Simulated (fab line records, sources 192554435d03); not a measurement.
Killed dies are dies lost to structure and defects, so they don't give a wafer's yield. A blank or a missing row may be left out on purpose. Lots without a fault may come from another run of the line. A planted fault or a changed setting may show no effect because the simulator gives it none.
Chamber matching | flow n5_finfet | N5_BEOL_M9_STRIP_67 on rie_diel-01: 4 sister chambers
The step strips in CF4. 7 wafers are shown with their chamber, then 8 later ones without.

WAFERS WITH THEIR CHAMBER
wafer  | chamber | throttle_valve_pct (%) | drypump_motor_current_A (A)
L081.2 | 2       | 13.75                  | 6.3
L081.5 | 1       | 13.22                  | 6.0
L083.4 | 2       | 13.77                  | 6.2
L086.2 | 3       | 13.68                  | 5.8
L086.3 | 0       | 13.57                  | 5.3
L086.5 | 0       | 13.58                  | 5.3
L085.2 | 3       | 13.69                  | 5.8

WAFERS WITHOUT THEIR CHAMBER
wafer  | throttle_valve_pct (%) | drypump_motor_current_A (A)
L085.4 | 13.57                  | 5.3
L085.5 | 13.23                  | 6.0
L091.1 | 13.81                  | 6.3
L091.2 | 13.27                  | 6.0
L091.6 | 13.62                  | 5.3
L095.2 | 13.82                  | 6.3
L095.3 | 13.72                  | 5.8
L095.5 | 13.64                  | 5.3

WHICH CHAMBER EACH WENT THROUGH
wafer  | from the rows above | in truth
L085.4 | 0                   | 0
L085.5 | 1                   | 1
L091.1 | 2                   | 2
L091.2 | 1                   | 1
L091.6 | 0                   | 0
L095.2 | 2                   | 2
L095.3 | 3                   | 3
L095.5 | 0                   | 0
Placed correctly: 8 of 8. Can't be placed from these rows: 0. Placed wrongly: 0.
How it was worked out, from the rows above alone: a wafer's distance from a chamber is the root of the sum, over the readings, of the square of ((its reading less the chamber's mean) divided by the reading's scatter). The wafer belongs to the nearest chamber; if the next one is less than 2 further off, it can't be placed. A chamber's mean is the mean of its shown wafers. The scatter: the root of (the sum of the squares of (reading less its chamber's mean) over the shown wafers, divided by (wafers less chambers)).
